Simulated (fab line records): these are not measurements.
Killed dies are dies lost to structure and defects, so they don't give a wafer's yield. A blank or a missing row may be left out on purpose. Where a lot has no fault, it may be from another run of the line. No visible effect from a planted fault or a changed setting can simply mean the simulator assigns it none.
Lot-split experiment :: flow n5_finfet :: 7 lots, 39 wafers read, on a route of 1938 steps

== THE SPLIT ITSELF ==
At N5_MOL_CONTACT_COAG_ALD_27 (deposits SiOC, target thk 17 nm, pulse time 1.5 s, time 2720 s), the setting ald_cycles was moved away from the recipe's 340 on 15 of the 39 wafers read, by -35.9% to +59.1%. All remaining wafers had this setting at the recipe value.

The reading comes from the split's own step.

== THE READING ==
SiOC_of_MOL_CONTACT_COAG_ALD_27.thk_nm (the simulator's own value, which no gauge read), in nm, at N5_MOL_CONTACT_COAG_ALD_27 (deposits SiOC, target thk 17 nm, pulse time 1.5 s, time 2720 s). There is no usual value for it anywhere in the file. The 24 wafers here that ran the recipe average 17.0 nm, standard deviation 0.075 nm.

wafer: L074.1
tool, chamber at the split: ald_sin-01, 1,2
ald_cycles as run: 218
against the recipe: -35.9%
SiOC_of_MOL_CONTACT_COAG_ALD_27.thk_nm, nm: 11
against lot-mates on the recipe: -6.1

wafer: L074.2
tool, chamber at the split: ald_sin-01, 1,2
ald_cycles as run: 218
against the recipe: -35.9%
SiOC_of_MOL_CONTACT_COAG_ALD_27.thk_nm, nm: 11
against lot-mates on the recipe: -6.1

wafer: L074.3
tool, chamber at the split: ald_sin-01, 3,1
ald_cycles as run: 340
against the recipe: recipe
SiOC_of_MOL_CONTACT_COAG_ALD_27.thk_nm, nm: 17
against lot-mates on the recipe: -

wafer: L074.5
tool, chamber at the split: ald_sin-01, 3,1
ald_cycles as run: 340
against the recipe: recipe
SiOC_of_MOL_CONTACT_COAG_ALD_27.thk_nm, nm: 17
against lot-mates on the recipe: -

wafer: L074.4
tool, chamber at the split: ald_sin-01, 0
ald_cycles as run: 340
against the recipe: recipe
SiOC_of_MOL_CONTACT_COAG_ALD_27.thk_nm, nm: 17.2
against lot-mates on the recipe: -

wafer: L074.6
tool, chamber at the split: ald_sin-01, 2
ald_cycles as run: 218
against the recipe: -35.9%
SiOC_of_MOL_CONTACT_COAG_ALD_27.thk_nm, nm: 10.8
against lot-mates on the recipe: -6.3

wafer: L075.1
tool, chamber at the split: ald_sin-04, 1,0,3
ald_cycles as run: 528
against the recipe: +55.3%
SiOC_of_MOL_CONTACT_COAG_ALD_27.thk_nm, nm: 26.4
against lot-mates on the recipe: +9.4

wafer: L075.2
tool, chamber at the split: ald_sin-04, 1,0,3
ald_cycles as run: 528
against the recipe: +55.3%
SiOC_of_MOL_CONTACT_COAG_ALD_27.thk_nm, nm: 26.4
against lot-mates on the recipe: +9.4

wafer: L075.3
tool, chamber at the split: ald_sin-04, 1,0,3
ald_cycles as run: 528
against the recipe: +55.3%
SiOC_of_MOL_CONTACT_COAG_ALD_27.thk_nm, nm: 26.4
against lot-mates on the recipe: +9.4

wafer: L075.4
tool, chamber at the split: ald_sin-04, 2,1,2
ald_cycles as run: 340
against the recipe: recipe
SiOC_of_MOL_CONTACT_COAG_ALD_27.thk_nm, nm: 17
against lot-mates on the recipe: -

wafer: L075.5
tool, chamber at the split: ald_sin-04, 2,1,2
ald_cycles as run: 340
against the recipe: recipe
SiOC_of_MOL_CONTACT_COAG_ALD_27.thk_nm, nm: 17
against lot-mates on the recipe: -

wafer: L075.6
tool, chamber at the split: ald_sin-04, 2,1,2
ald_cycles as run: 340
against the recipe: recipe
SiOC_of_MOL_CONTACT_COAG_ALD_27.thk_nm, nm: 17
against lot-mates on the recipe: -

wafer: L078.2
tool, chamber at the split: ald_sin-04, 3
ald_cycles as run: 340
against the recipe: recipe
SiOC_of_MOL_CONTACT_COAG_ALD_27.thk_nm, nm: 17
against lot-mates on the recipe: -

wafer: L078.4
tool, chamber at the split: ald_sin-04, 2,0
ald_cycles as run: 340
against the recipe: recipe
SiOC_of_MOL_CONTACT_COAG_ALD_27.thk_nm, nm: 17.2
against lot-mates on the recipe: -

wafer: L078.6
tool, chamber at the split: ald_sin-04, 2,0
ald_cycles as run: 340
against the recipe: recipe
SiOC_of_MOL_CONTACT_COAG_ALD_27.thk_nm, nm: 17.2
against lot-mates on the recipe: -

wafer: L085.1
tool, chamber at the split: ald_sin-03, 0,1,3,1,0,3
ald_cycles as run: 340
against the recipe: recipe
SiOC_of_MOL_CONTACT_COAG_ALD_27.thk_nm, nm: 17
against lot-mates on the recipe: -

wafer: L085.2
tool, chamber at the split: ald_sin-03, 0,1,3,1,0,3
ald_cycles as run: 340
against the recipe: recipe
SiOC_of_MOL_CONTACT_COAG_ALD_27.thk_nm, nm: 17
against lot-mates on the recipe: -

wafer: L085.3
tool, chamber at the split: ald_sin-03, 0,1,3,1,0,3
ald_cycles as run: 340
against the recipe: recipe
SiOC_of_MOL_CONTACT_COAG_ALD_27.thk_nm, nm: 17
against lot-mates on the recipe: -

wafer: L085.4
tool, chamber at the split: ald_sin-03, 0,1,3,1,0,3
ald_cycles as run: 340
against the recipe: recipe
SiOC_of_MOL_CONTACT_COAG_ALD_27.thk_nm, nm: 17
against lot-mates on the recipe: -

wafer: L085.5
tool, chamber at the split: ald_sin-03, 0,1,3,1,0,3
ald_cycles as run: 340
against the recipe: recipe
SiOC_of_MOL_CONTACT_COAG_ALD_27.thk_nm, nm: 17
against lot-mates on the recipe: -

wafer: L085.6
tool, chamber at the split: ald_sin-03, 0,1,3,1,0,3
ald_cycles as run: 340
against the recipe: recipe
SiOC_of_MOL_CONTACT_COAG_ALD_27.thk_nm, nm: 17
against lot-mates on the recipe: -

wafer: L088.1
tool, chamber at the split: ald_sin-04, 0,1
ald_cycles as run: 524
against the recipe: +54.1%
SiOC_of_MOL_CONTACT_COAG_ALD_27.thk_nm, nm: 26.2
against lot-mates on the recipe: +9.2

wafer: L088.3
tool, chamber at the split: ald_sin-04, 0,1
ald_cycles as run: 524
against the recipe: +54.1%
SiOC_of_MOL_CONTACT_COAG_ALD_27.thk_nm, nm: 26.2
against lot-mates on the recipe: +9.2

wafer: L088.2
tool, chamber at the split: ald_sin-04, 3
ald_cycles as run: 524
against the recipe: +54.1%
SiOC_of_MOL_CONTACT_COAG_ALD_27.thk_nm, nm: 26.4
against lot-mates on the recipe: +9.4

wafer: L088.4
tool, chamber at the split: ald_sin-04, 2,3,2
ald_cycles as run: 340
against the recipe: recipe
SiOC_of_MOL_CONTACT_COAG_ALD_27.thk_nm, nm: 17
against lot-mates on the recipe: -

wafer: L088.5
tool, chamber at the split: ald_sin-04, 2,3,2
ald_cycles as run: 340
against the recipe: recipe
SiOC_of_MOL_CONTACT_COAG_ALD_27.thk_nm, nm: 17
against lot-mates on the recipe: -

wafer: L088.6
tool, chamber at the split: ald_sin-04, 2,3,2
ald_cycles as run: 340
against the recipe: recipe
SiOC_of_MOL_CONTACT_COAG_ALD_27.thk_nm, nm: 17
against lot-mates on the recipe: -

wafer: L092.1
tool, chamber at the split: ald_sin-04, 0
ald_cycles as run: 541
against the recipe: +59.1%
SiOC_of_MOL_CONTACT_COAG_ALD_27.thk_nm, nm: 27.2
against lot-mates on the recipe: +10.1

wafer: L092.2
tool, chamber at the split: ald_sin-04, 1
ald_cycles as run: 541
against the recipe: +59.1%
SiOC_of_MOL_CONTACT_COAG_ALD_27.thk_nm, nm: 27
against lot-mates on the recipe: +9.9

wafer: L092.6
tool, chamber at the split: ald_sin-04, 1
ald_cycles as run: 541
against the recipe: +59.1%
SiOC_of_MOL_CONTACT_COAG_ALD_27.thk_nm, nm: 27
against lot-mates on the recipe: +9.9

wafer: L092.3
tool, chamber at the split: ald_sin-04, 2,3
ald_cycles as run: 340
against the recipe: recipe
SiOC_of_MOL_CONTACT_COAG_ALD_27.thk_nm, nm: 17
against lot-mates on the recipe: -

wafer: L092.4
tool, chamber at the split: ald_sin-04, 2,3
ald_cycles as run: 340
against the recipe: recipe
SiOC_of_MOL_CONTACT_COAG_ALD_27.thk_nm, nm: 17
against lot-mates on the recipe: -

wafer: L092.5
tool, chamber at the split: ald_sin-04, 0
ald_cycles as run: 340
against the recipe: recipe
SiOC_of_MOL_CONTACT_COAG_ALD_27.thk_nm, nm: 17.2
against lot-mates on the recipe: -

wafer: L097.1
tool, chamber at the split: ald_sin-01, 1,0
ald_cycles as run: 276
against the recipe: -18.8%
SiOC_of_MOL_CONTACT_COAG_ALD_27.thk_nm, nm: 13.8
against lot-mates on the recipe: -3.2

wafer: L097.6
tool, chamber at the split: ald_sin-01, 1,0
ald_cycles as run: 276
against the recipe: -18.8%
SiOC_of_MOL_CONTACT_COAG_ALD_27.thk_nm, nm: 13.8
against lot-mates on the recipe: -3.2

wafer: L097.2
tool, chamber at the split: ald_sin-01, 2,0,3
ald_cycles as run: 340
against the recipe: recipe
SiOC_of_MOL_CONTACT_COAG_ALD_27.thk_nm, nm: 17
against lot-mates on the recipe: -

wafer: L097.3
tool, chamber at the split: ald_sin-01, 2,0,3
ald_cycles as run: 340
against the recipe: recipe
SiOC_of_MOL_CONTACT_COAG_ALD_27.thk_nm, nm: 17
against lot-mates on the recipe: -

wafer: L097.5
tool, chamber at the split: ald_sin-01, 2,0,3
ald_cycles as run: 340
against the recipe: recipe
SiOC_of_MOL_CONTACT_COAG_ALD_27.thk_nm, nm: 17
against lot-mates on the recipe: -

wafer: L097.4
tool, chamber at the split: ald_sin-01, 3
ald_cycles as run: 276
against the recipe: -18.8%
SiOC_of_MOL_CONTACT_COAG_ALD_27.thk_nm, nm: 14
against lot-mates on the recipe: -3.0
When a row names more than one chamber, that row covers several wafers, and the file does not tell which wafer ran in which chamber.

FIT RESULTS
A straight line over all 39 wafers: SiOC_of_MOL_CONTACT_COAG_ALD_27.thk_nm changes by +0.17 nm for each +1% of ald_cycles; r = +1.00; the points scatter about the line by 0.082 nm.
The same after taking each lot's own level away (the mean of its wafers on the recipe; 39 wafers): +0.17 nm for each +1%; r = +1.00; scatter 0.078 nm.
According to that fit, moving ald_cycles by its largest amount changes the reading by 10 nm.
The span of the lots' own levels, 17.00 to 17.13 nm, comes to 1.8 times the standard deviation stated above.
So the lot-to-lot level changes the slope little: the two slopes agree.
Check: with one of the wafers moved furthest among these (+59.1%) left out of the fit, the line predicts +10 nm for it against its lot-mates. It came out at +10.1 nm against them.

== FURTHER SPLITS ON THESE WAFERS ==
Other splits were also applied to these wafers ahead of the reading. Each is held against what the fit with the lots' levels taken away leaves over:
other split on the same wafers: N5_FIN_SAQP_HM_DEP_03 time_s
wafers away from the commonest value: 15
r with SiOC_of_MOL_CONTACT_COAG_ALD_27.thk_nm (lot level and that fit taken away): +0.05

other split on the same wafers: N5_STI_FIN_REVEAL_ALD_00 target_thk_a
wafers away from the commonest value: 15
r with SiOC_of_MOL_CONTACT_COAG_ALD_27.thk_nm (lot level and that fit taken away): -0.05

other split on the same wafers: N5_HKMG_FIN_ETCH_55 time_s
wafers away from the commonest value: 12
r with SiOC_of_MOL_CONTACT_COAG_ALD_27.thk_nm (lot level and that fit taken away): +0.07

== THE FILE'S OWN FIT ==
SiOC_of_MOL_CONTACT_COAG_ALD_27.thk_nm changes by +0.17 nm for each +1% of ald_cycles, r = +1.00.
